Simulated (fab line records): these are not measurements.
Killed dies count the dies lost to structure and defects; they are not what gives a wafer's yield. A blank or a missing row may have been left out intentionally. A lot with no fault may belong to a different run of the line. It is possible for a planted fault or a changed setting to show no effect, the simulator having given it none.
fab line records | flow n5Finfet
record: lots: 7 wafers: 21
route steps=1938 shown SD_EPI_P@300 SD_ACTIVATION@330 ILD0@338 HKMG_FIN@433 GATE_CUT@484
startH: the number of hours between the record's first day and the start of the first shown wafer of the lot | waitH: hours from the lot's prior step to this one | " as in the row above | L1.1+2: a single row standing in for several wafers | - no value, or no start was given | * or withheld: withheld | < > ~ a bound
route shown NAME@n: names a module that has steps shown in the file, with the first one's number in the route | usual: mean/standard deviation of fault-free wafers | same: alike in all rows | chamber/n: place in a boat | sites: per-site readings | _std_site: the standard deviation of these | _edge_site: the outer-site mean with the inner-site mean subtracted | radiusMm: for every site, how far away it sits from the centre of the wafer | mask NAME#n: copy n | behind: tool/chamber where the wafer was last shaped | hold: reason for holding the lot/hours on hold/outcome of the hold | device: the transistor (n, p or np) that didn't switch | end of line: the same wafers' tests at the end of the route | where a step has no rows: the recipe by itself | killed: dies that structure and defects cost at the first sort, which is not the same as the wafer's yield | map: dies across one wafer; x = killed, . = not, _ = none there
set.NAME: the run value of the setting; set.NAME@STEP: its run value at that earlier step | model.NAME: the simulator's own value behind a step, which no gauge read
one table per step and one row per wafer, for lots whose settings were changed on purpose
== steps ==
step: N5_SD_EPI_P_EXPOSE_06
recipe: maskId: SD_P_BLK na: 1.35 sourceShape: conventional sigmaOuter: 0.8 polarization: unpolarized targetCdNm: 240 doseMj: 39.5
columns lot.wafer tool chamber startH waitH mask set.doseMj
L078.2+4+5 arfiScanner-01 0 79.02 - SD_P_BLK#0 39.5
L082.3+4 arfiScanner-02 0 102.54 - SD_P_BLK#0 40.62
L082.5 " 0 " " SD_P_BLK#0 39.5
L087.2 arfiScanner-01 0 132.01 - SD_P_BLK#0 39.5
L087.3+6 " 0 " " SD_P_BLK#0 40.98
L088.1+2+3 arfiScanner-02 0 140.04 - SD_P_BLK#0 39.5
L089.2+3 arfiScanner-01 0 145.05 - SD_P_BLK#0 42.36
L089.5 " 0 " " SD_P_BLK#0 39.5
L092.1 arfiScanner-02 0 162.23 - SD_P_BLK#0 39.5
L092.2+5 " 0 " " SD_P_BLK#0 38.36
L095.1+4+6 arfiScanner-03 0 179.95 - SD_P_BLK#0 39.5
step: N5_SD_EPI_P_PEB_07
recipe: pebTempC: 110 pebTimeS: 60 resist: CAR-ArF-block
step: N5_SD_EPI_P_DEVELOP_08
recipe: developTimeS: 30 developer: TMAH resist: CAR-ArF-block devTempC: 23 rinseLiquid: diw dry: airSpin
step: N5_SD_EPI_P_CD_MEAS_09
recipe: targetCdNm: 240 landingEnergyEv: 500 detector: seInlens
usual: cdNm: 240.1/0.86
columns lot.wafer tool chamber startH waitH set.doseMj@SD_EPI_P_EXPOSE_06 cdNm
L078.2 cdSem-01 0 79.14 - 39.5 240.4
L078.4 " 0 " " 39.5 241.0
L078.5 " 0 " " 39.5 241.1
L082.3 cdSem-02 0 102.65 - 40.62 241.9
L082.4 " 0 " " 40.62 241.3
L082.5 " 0 " " 39.5 240.5
L087.2 cdSem-03 0 132.13 - 39.5 238.8
L087.3 " 0 " " 40.98 241.6
L087.6 " 0 " " 40.98 241.7
L088.1 cdSem-03 0 140.16 - 39.5 240.4
L088.2 " 0 " " 39.5 240.2
L088.3 " 0 " " 39.5 240.3
L089.2 cdSem-02 0 145.17 - 42.36 244.5
L089.3 " 0 " " 42.36 245.2
L089.5 " 0 " " 39.5 239.3
L092.1 cdSem-02 0 162.35 - 39.5 239.5
L092.2 " 0 " " 38.36 237.3
L092.5 " 0 " " 38.36 237.8
L095.1 cdSem-01 0 180.07 - 39.5 240.6
L095.4 " 0 " " 39.5 239.9
L095.6 " 0 " " 39.5 240.6
step: N5_SD_EPI_P_DESCUM_14
recipe: chemistry: O2 timeS: 7.9 sourcePowerW: 50 biasPowerW: 20 pressureMtorr: 20 rfFrequencyHz: 2.712e+07 tempC: 40 resist: CAR-ArF-block o2FlowSccm: 225
columns lot.wafer tool chamber startH waitH set.doseMj@SD_EPI_P_EXPOSE_06 model.SD_EPI_P.cdNm
L078.2 rieDiel-06 0 79.25 0.1 39.5 240.8
L078.4 " 2 " " 39.5 240.6
L078.5 " 1 " " 39.5 241.2
L082.3 rieDiel-04 3 102.74 0.0 40.62 241.8
L082.4 " 1 " " 40.62 241.4
L082.5 " 2 " " 39.5 240.4
L087.2 rieDiel-04 3 132.33 0.1 39.5 238.8
L087.3+6 " 1,3 " " 40.98 241.6
L088.1+2 rieDiel-02 3,2 140.26 0.0 39.5 240.4
L088.3 " 1 " " 39.5 240.2
L089.2 rieDiel-06 0 145.25 0.0 42.36 244.6
L089.3 " 2 " " 42.36 245
L089.5 " 3 " " 39.5 239.6
L092.1 rieDiel-02 2 162.46 0.0 39.5 239.2
L092.2 " 1 " " 38.36 237.4
L092.5 " 3 " " 38.36 237.6
L095.1+6 rieDiel-06 3,0 180.54 0.4 39.5 241
L095.4 " 3 " " 39.5 239.8
step: N5_SD_EPI_P_ETCH_36
recipe: chemistry: CF4 target: SiARC targetDepthA: 455 maskMaterial: CAR-ArF-block timeS: 75.8 ionEnergyEv: 80 pressureMtorr: 40 sourceW: 545 biasW: 36 Ar_flow_sccm: 100 cf4FlowSccm: 100 ends: cleared
columns lot.wafer tool chamber startH waitH set.doseMj@SD_EPI_P_EXPOSE_06 model.SD_EPI_P.cdNm
L078.2+4 rieDiel-06 0,2 79.29 0.0 39.5 240.8
L078.5 " 1 " " 39.5 241.4
L082.3+4 rieDiel-04 3,1 102.77 0.0 40.62 241.6
L082.5 " 2 " " 39.5 240.6
L087.2 rieDiel-04 3 132.37 0.0 39.5 238.4
L087.3 " 1 " " 40.98 241.8
L087.6 " 3 " " 40.98 241.4
L088.1 rieDiel-02 3 140.30 0.0 39.5 240.2
L088.2 " 2 " " 39.5 240.6
L088.3 " 1 " " 39.5 240
L089.2 rieDiel-06 0 145.29 0.0 42.36 244.4
L089.3 " 2 " " 42.36 245
L089.5 " 3 " " 39.5 239.6
L092.1 rieDiel-02 2 162.49 0.0 39.5 239.2
L092.2 " 1 " " 38.36 237.2
L092.5 " 3 " " 38.36 237.4
L095.1 rieDiel-06 3 180.58 0.0 39.5 241.2
L095.4 " 3 " " 39.5 240.2
L095.6 " 0 " " 39.5 241
step: N5_SD_EPI_P_ETCH_37
recipe: chemistry: N2/H2 target: SOC overetchA: 1080 maskMaterial: SiARC tempC: 40 ionEnergyEv: 100 sourceW: 3000 biasW: 133 pressureMtorr: 20 timeS: 486 n2FlowSccm: 200 h2FlowSccm: 200 ends: endPoint
step: N5_SD_EPI_P_STRIP_38
recipe: chemistry: N2/H2 tempC: 40 n2FlowSccm: 200 h2FlowSccm: 200 rfFrequencyHz: 6e+07
step: N5_SD_EPI_P_HM_STRIP_48
recipe: chemistry: H3PO4 tempC: 160 material: SiNx target: SiNx targetDepthA: 30 overetchFraction: 0.3
step: N5_SD_EPI_P_SRD_49
recipe: dry: ipaMarangoni timeS: 30 tempC: 23 rinseLiquid: diw
step: N5_SD_EPI_P_PRECLEAN_24
recipe: chemistry: O3/DIW timeS: 45 tempC: 22 o3Ppm: 10
columns lot.wafer tool chamber startH waitH set.epiGrowthTimeS@SD_EPI_N_EPI_21 model.Si-P_of_SD_EPI_N_EPI_21.thkNm
L078.2 wetBench-06 3 82.90 0.0 690 57.4
L078.4 " 5 " " 690 58.4
L078.5 " 4 " " 690 58.2
L082.3+5 wetBench-06 2,6 106.39 0.0 756.2 61.8
L082.4 " 3 " " 690 58.4
L087.2 wetBench-02 5 136.82 0.0 643.2 55.4
L087.3 " 6 " " 690 57.4
L087.6 " 4 " " 690 58.2
L088.1 wetBench-03 2 144.75 0.0 690 58.6
L088.2 " 1 " " 690 58.2
L088.3 " 4 " " 710.7 60
L089.2 wetBench-03 1 148.91 0.0 690 58.2
L089.3 " 6 " " 690 58.6
L089.5 " 2 " " 690 57.6
L092.1 wetBench-06 6 166.95 0.0 690 58.2
L092.2 " 1 " " 690 57.8
L092.5 " 4 " " 690 58.4
L095.1 wetBench-06 7 184.19 0.0 690 58.6
L095.4 " 6 " " 690 58.8
L095.6 " 0 " " 641.6 56
step: N5_SD_EPI_P_PRECLEAN_32
recipe: chemistry: dHF timeS: 10 dilution: 500:1 tempC: 25
step: N5_SD_EPI_P_PRECLEAN_33
recipe: chemistry: SC2 timeS: 45 tempC: 35 mix: 1:1:50
step: N5_SD_ACTIVATION_RTA_00
recipe: tempC: 975 timeS: 0 ambient: N2 idleTempC: 600 rampUpCPerS: 150 rampDownCPerS: 60 coolToC: 600
step: N5_SD_ACTIVATION_LSA_01
recipe: tempC: 1080 timeS: 0.0008 ambient: N2
step: N5_SD_ACTIVATION_RS_MEAS_03
recipe: thkMeasGauge: four-point-probe
usual: RS_SD_N: 21.82/0.27 RS_SD_P: 56.2/0.88
columns lot.wafer tool chamber startH waitH set.epiGrowthTimeS@SD_EPI_N_EPI_21 RS_SD_N[ohm/sq] RS_SD_P[ohm/sq]
L078.2 filmMetro-01 - 83.63 0.2 690 22.43 56.4
L078.4 " - " " 690 21.83 55.5
L078.5 " - " " 690 21.82 55.1
L082.3 filmMetro-02 - 106.93 0.2 756.2 20.96 55.9
L082.4 " - " " 690 21.71 55.2
L082.5 " - " " 756.2 20.68 55.9
L087.2 filmMetro-02 - 137.34 0.2 643.2 22.95 56.3
L087.3 " - " " 690 22.18 56.0
L087.6 " - " " 690 21.77 55.3
L088.1 filmMetro-01 - 145.25 0.2 690 21.78 55.0
L088.2 " - " " 690 21.82 55.4
L088.3 " - " " 710.7 21.36 54.1
L089.2 filmMetro-02 - 149.43 0.2 690 21.93 56.2
L089.3 " - " " 690 21.66 56.5
L089.5 " - " " 690 22.12 55.8
L092.1 filmMetro-01 - 167.47 0.2 690 21.60 55.2
L092.2 " - " " 690 21.96 54.6
L092.5 " - " " 690 21.81 55.7
L095.1 filmMetro-01 - 184.69 0.2 690 21.87 56.5
L095.4 " - " " 690 21.86 57.2
L095.6 " - " " 641.6 23.00 56.5
step: N5_ILD0_CMP_03
recipe: stopOn: SiNx tOverpolishS: 1.9 postCmpClean: alkalineBrush downForcePsi: 4.1491 platenRpm: 51.796 padVelocityMS: 1.0306 targetThkNm: 197.38
usual: timeToEndpointS: 71/3.9
columns lot.wafer tool chamber startH waitH set.downForcePsi timeToEndpointS
L078.2 cmp-02 3 86.73 0.1 4.1491 67
L078.4 " 1 " " 4.1491 70
L078.5 " 2 " " 4.1491 70
L082.4 cmp-04 3 109.70 0.1 4.1491 80
L082.3 " 1 " " 4.1491 75
L082.5 " 3 " " 4.933 65
L087.3 cmp-02 2 140.08 0.1 4.688 60
L087.2 " 0 " " 4.688 59
L087.6 " 1 " " 4.688 64
L088.1 cmp-04 1 148.01 0.1 4.852 60
L088.3 " 2 " " 4.1491 68
L088.2 " 3 " " 4.852 63
L089.3 cmp-02 1 152.17 0.1 4.1491 69
L089.2 " 3 " " 4.862 59
L089.5 " 0 " " 4.862 56
L092.2 cmp-02 2 170.20 0.0 4.1491 66
L092.1 " 0 " " 4.1491 67
L092.5 " 2 " " 4.1491 69
L095.1 cmp-01 1 187.87 0.1 5.04 62
L095.4 " 2 " " 4.1491 72
L095.6 " 3 " " 5.04 60
step: N5_ILD0_CMP_12
recipe: stopOn: poly-Si material: SiNx tOverpolishS: 6 postCmpClean: alkalineBrush downForcePsi: 2.5 platenRpm: 51.8 padVelocityMS: 1.0307 targetThkNm: 17.67
usual: timeToEndpointS: 29.0/1.9
columns lot.wafer tool chamber startH waitH set.downForcePsi timeToEndpointS
L078.4 cmp-02 0 90.26 1.2 2.5 27.0
L078.2 " 1 " " 2.5 32.9
L078.5 " 0 " " 2.5 31.4
L082.3 cmp-01 1 113.27 1.2 2.958 24.2
L082.4 " 2 " " 2.5 29.5
L082.5 " 1 " " 2.958 25.3
L087.3 cmp-01 1 143.74 1.1 2.5 30.9
L087.2 " 2 " " 1.959 39.8
L087.6 " 2 " " 2.5 31.0
L088.1 cmp-02 1 151.63 1.2 2.5 29.4
L088.2 " 3 " " 2.5 27.8
L088.3 " 0 " " 2.5 28.5
L089.3 cmp-02 1 155.77 1.2 2.5 32.6
L089.2 " 2 " " 2.5 29.5
L089.5 " 1 " " 2.5 29.5
L092.2 cmp-04 3 173.78 1.2 2.5 28.6
L092.1 " 1 " " 2.5 28.1
L092.5 " 3 " " 1.938 37.7
L095.4 cmp-02 0 191.53 1.3 2.5 28.4
L095.1 " 1 " " 2.5 26.8
L095.6 " 0 " " 2.5 26.6
step: N5_HKMG_FIN_DESCUM_17
recipe: chemistry: O2 timeS: 7.9 sourcePowerW: 50 biasPowerW: 20 pressureMtorr: 20 rfFrequencyHz: 2.712e+07 tempC: 40 resist: CAR-ArF o2FlowSccm: 225
columns lot.wafer tool chamber startH waitH set.timeS model.CAR-ArF_of_HKMG_FIN_COAT_06.thkNm
L078.2+4 rieDiel-01 3,2 101.28 1.0 7.9 83.6
L078.5 " 2 " " 7.9 83.4
L082.3 rieDiel-05 3 122.85 0.0 7.9 83.8
L082.4 " 1 " " 7.225 84.2
L082.5 " 3 " " 7.9 83.6
L087.2 rieDiel-03 2 153.73 0.0 6.232 84
L087.3 " 3 " " 7.9 83
L087.6 " 3 " " 6.232 84.2
L088.1 rieDiel-03 0 163.78 1.6 6.905 83.8
L088.2 " 3 " " 7.9 83.4
L088.3 " 1 " " 6.905 83.6
L089.2 rieDiel-03 3 167.42 0.7 7.9 83.4
L089.3 " 0 " " 7.9 83.6
L089.5 " 2 " " 7.9 83.2
L092.1 rieDiel-03 0 184.86 0.6 7.9 83.6
L092.2+5 " 1,0 " " 7.9 83.2
L095.1 rieDiel-01 0 203.08 0.0 6.951 83.8
L095.4 " 1 " " 6.951 84
L095.6 " 0 " " 7.9 83.2
step: N5_HKMG_FIN_ETCH_31
recipe: chemistry: CF4 target: SiARC targetDepthA: 455 maskMaterial: CAR-ArF timeS: 75.8 ionEnergyEv: 80 pressureMtorr: 40 sourceW: 545 biasW: 36 Ar_flow_sccm: 100 cf4FlowSccm: 100 ends: cleared
columns lot.wafer tool chamber startH waitH set.timeS@HKMG_FIN_DESCUM_17 model.CAR-ArF_of_HKMG_FIN_COAT_06.thkNm
L078.2+5 rieDiel-01 3,2 101.31 0.0 7.9 51
L078.4 " 2 " " 7.9 51.2
L082.3 rieDiel-05 3 122.89 0.0 7.9 51.2
L082.4 " 1 " " 7.225 51.6
L082.5 " 3 " " 7.9 51
L087.2 rieDiel-03 2 153.77 0.0 6.232 51.4
L087.3 " 3 " " 7.9 50.4
L087.6 " 3 " " 6.232 51.6
L088.1+3 rieDiel-03 0,1 163.81 0.0 6.905 51
L088.2 " 3 " " 7.9 50.8
L089.2 rieDiel-03 3 167.46 0.0 7.9 51
L089.3 " 0 " " 7.9 51.2
L089.5 " 2 " " 7.9 50.8
L092.1 rieDiel-03 0 184.89 0.0 7.9 50.8
L092.2 " 1 " " 7.9 50.6
L092.5 " 0 " " 7.9 50.4
L095.1+4 rieDiel-01 0,1 203.12 0.0 6.951 51.4
L095.6 " 0 " " 7.9 50.8
step: N5_HKMG_FIN_ETCH_32
recipe: chemistry: N2/H2 target: SOC targetDepthA: 2400 tempC: 40 timeS: 300 ionEnergyEv: 200 maskMaterial: SiARC pressureMtorr: 30 sourceW: 840 biasW: 150 n2FlowSccm: 200 h2FlowSccm: 200
usual: rfVppV: 524.2/2.2
columns lot.wafer tool chamber startH waitH set.sourceW rfVppV
L078.2 rieDiel-01 3 101.37 0.0 840 523.7
L078.4 " 2 " " 840 523.0
L078.5 " 2 " " 840 523.2
L082.3 rieDiel-05 3 122.94 0.0 840 520.1
L082.4 " 1 " " 840 525.9
L082.5 " 3 " " 840 520.6
L087.2 rieDiel-03 2 153.82 0.0 774.7 537.1
L087.3 " 3 " " 840 523.8
L087.6 " 3 " " 774.7 537.1
L088.1 rieDiel-03 0 163.87 0.0 840 526.1
L088.2 " 3 " " 840 522.5
L088.3 " 1 " " 840 525.6
L089.2 rieDiel-03 3 167.52 0.0 840 520.8
L089.3 " 0 " " 778.5 540.0
L089.5 " 2 " " 778.5 537.1
L092.1 rieDiel-03 0 184.95 0.0 840 526.9
L092.2 " 1 " " 840 524.3
L092.5 " 0 " " 840 525.0
L095.1 rieDiel-01 0 203.17 0.0 900.7 509.8
L095.4 " 1 " " 840 522.7
L095.6 " 0 " " 840 522.6
step: N5_GATE_CUT_EXPOSE_10
recipe: maskId: GATE_CUT na: 0.33 sourceShape: annular sigmaInner: 0.35 sigmaOuter: 0.8 polarization: unpolarized targetCdNm: 20 doseMj: 43.25
columns lot.wafer tool chamber startH waitH mask set.doseMj
L078.2+4+5 euvScanner-01 0 109.26 - GATE_CUT#0 43.25
L082.3+4 euvScanner-01 0 130.87 - GATE_CUT#0 40.64
L082.5 " 0 " " GATE_CUT#0 43.25
L087.2+3+6 euvScanner-02 0 162.00 - GATE_CUT#0 43.25
L088.1+2+3 euvScanner-01 0 172.24 - GATE_CUT#0 43.25
L089.2+3 euvScanner-01 0 175.66 - GATE_CUT#0 41.69
L089.5 " 0 " " GATE_CUT#0 43.25
L092.1+2+5 euvScanner-01 0 195.19 - GATE_CUT#0 44.85
L095.1+6 euvScanner-01 0 211.31 - GATE_CUT#0 44.45
L095.4 " 0 " " GATE_CUT#0 43.25
step: N5_GATE_CUT_PEB_11
recipe: pebTempC: 100 pebTimeS: 60 resist: CAR-EUV
step: N5_GATE_CUT_DEVELOP_12
recipe: developTimeS: 30 developer: TMAH resist: CAR-EUV rinseLiquid: surfactantRinse dry: airSpin devTempC: 23
step: N5_GATE_CUT_CD_MEAS_13
recipe: targetCdNm: 20 landingEnergyEv: 500 detector: seInlens
usual: cdNm: 19.97/0.25
columns lot.wafer tool chamber startH waitH set.doseMj@GATE_CUT_EXPOSE_10 cdNm
L078.2 cdSem-03 0 109.39 - 43.25 19.56
L078.4 " 0 " " 43.25 20.18
L078.5 " 0 " " 43.25 20.03
L082.3 cdSem-03 0 130.99 - 40.64 18.59
L082.4 " 0 " " 40.64 18.63
L082.5 " 0 " " 43.25 19.84
L087.2 cdSem-02 0 162.13 - 43.25 19.79
L087.3 " 0 " " 43.25 19.63
L087.6 " 0 " " 43.25 20.04
L088.1 cdSem-01 0 172.37 - 43.25 20.04
L088.2 " 0 " " 43.25 20.35
L088.3 " 0 " " 43.25 19.80
L089.2 cdSem-02 0 175.78 - 41.69 19.58
L089.3 " 0 " " 41.69 19.26
L089.5 " 0 " " 43.25 20.19
L092.1 cdSem-02 0 195.33 - 44.85 20.33
L092.2 " 0 " " 44.85 20.42
L092.5 " 0 " " 44.85 20.35
L095.1 cdSem-02 0 211.45 - 44.45 20.77
L095.4 " 0 " " 43.25 19.92
L095.6 " 0 " " 44.45 21.01
step: N5_GATE_CUT_DESCUM_18
recipe: chemistry: O2 timeS: 7 sourcePowerW: 50 biasPowerW: 20 pressureMtorr: 20 rfFrequencyHz: 2.712e+07 tempC: 40 resist: CAR-EUV o2FlowSccm: 225
columns lot.wafer tool chamber startH waitH set.doseMj@GATE_CUT_EXPOSE_10 model.GATE_CUT.cdNm
L078.2+4+5 rieDiel-02 1,2,2 109.52 0.0 43.25 19.8
L082.3 rieDiel-06 1 131.27 0.2 40.64 18.6
L082.4 " 0 " " 40.64 18.4
L082.5 " 1 " " 43.25 20.2
L087.2+3 rieDiel-04 1,3 162.28 0.1 43.25 19.8
L087.6 " 2 " " 43.25 20
L088.1 rieDiel-02 2 172.50 0.0 43.25 20
L088.2 " 1 " " 43.25 20.2
L088.3 " 3 " " 43.25 19.6
L089.2 rieDiel-02 1 175.91 0.0 41.69 19.4
L089.3 " 3 " " 41.69 19.2
L089.5 " 2 " " 43.25 20.4
L092.1 rieDiel-02 0 195.45 0.0 44.85 20.4
L092.2+5 " 2 " " 44.85 20.6
L095.1 rieDiel-04 0 211.57 0.0 44.45 20.6
L095.4 " 3 " " 43.25 20.2
L095.6 " 2 " " 44.45 20.8
step: N5_GATE_CUT_ETCH_28
recipe: chemistry: N2/H2 target: underlayer targetDepthA: 130 maskMaterial: CAR-EUV timeS: 10.4 ionEnergyEv: 200 pressureMtorr: 30 sourceW: 840 biasW: 150 n2FlowSccm: 200 h2FlowSccm: 200 ends: cleared
columns lot.wafer tool chamber startH waitH set.doseMj@GATE_CUT_EXPOSE_10 model.GATE_CUT.cdNm
L078.2+4 rieDiel-02 1,2 109.56 0.0 43.25 19.8
L078.5 " 2 " " 43.25 20
L082.3 rieDiel-06 1 131.31 0.0 40.64 18.4
L082.4 " 0 " " 40.64 18.6
L082.5 " 1 " " 43.25 20.2
L087.2+3 rieDiel-04 1,3 162.31 0.0 43.25 19.8
L087.6 " 2 " " 43.25 20
L088.1+2 rieDiel-02 2,1 172.53 0.0 43.25 20
L088.3 " 3 " " 43.25 19.6
L089.2+3 rieDiel-02 1,3 175.94 0.0 41.69 19.2
L089.5 " 2 " " 43.25 20.4
L092.1 rieDiel-02 0 195.48 0.0 44.85 20.4
L092.2+5 " 2 " " 44.85 20.6
L095.1 rieDiel-04 0 211.60 0.0 44.45 20.8
L095.4 " 3 " " 43.25 20.2
L095.6 " 2 " " 44.45 21
== key ==
split: step: N5_SD_EPI_P_EXPOSE_06 setting: doseMj stated: 39.5 by: wafer
response: step: N5_SD_EPI_P_CD_MEAS_09 reading: cdNm change: +0.712 per: 1% r: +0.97
response: step: N5_SD_EPI_P_DESCUM_14 reading: model.SD_EPI_P.cdNm change: +0.682 per: 1% r: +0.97
response: step: N5_SD_EPI_P_ETCH_36 reading: model.SD_EPI_P.cdNm change: +0.691 per: 1% r: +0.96
split: step: N5_ILD0_CMP_03 setting: downForcePsi stated: 4.1491 by: wafer
response: step: N5_ILD0_CMP_03 reading: timeToEndpointS change: * per: 1% r: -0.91
split: step: N5_ILD0_CMP_12 setting: downForcePsi stated: 2.5 by: wafer
response: step: N5_ILD0_CMP_12 reading: timeToEndpointS change: * per: 1% r: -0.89
split: step: N5_HKMG_FIN_DESCUM_17 setting: timeS stated: 7.9 by: wafer
response: step: N5_HKMG_FIN_DESCUM_17 reading: model.CAR-ArF_of_HKMG_FIN_COAT_06.thkNm change: -0.0483 per: 1% r: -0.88
response: step: N5_HKMG_FIN_ETCH_31 reading: model.CAR-ArF_of_HKMG_FIN_COAT_06.thkNm change: -0.0453 per: 1% r: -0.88
split: step: N5_HKMG_FIN_ETCH_32 setting: sourceW stated: 840 by: wafer
response: step: N5_HKMG_FIN_ETCH_32 reading: rfVppV change: -1.96 per: 1% r: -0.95
split: step: N5_GATE_CUT_EXPOSE_10 setting: doseMj stated: 43.25 by: wafer
response: step: N5_GATE_CUT_CD_MEAS_13 reading: cdNm change: +0.226 per: 1% r: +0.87
response: step: N5_GATE_CUT_DESCUM_18 reading: model.GATE_CUT.cdNm change: +0.273 per: 1% r: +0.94
response: step: N5_GATE_CUT_ETCH_28 reading: model.GATE_CUT.cdNm change: +0.289 per: 1% r: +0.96
split outsideThisFile step=N5_SD_EPI_N_EPI_21 setting=epiGrowthTimeS
split outsideThisFile: this setting was split too, and the file shows its column; the key of that split is in another file
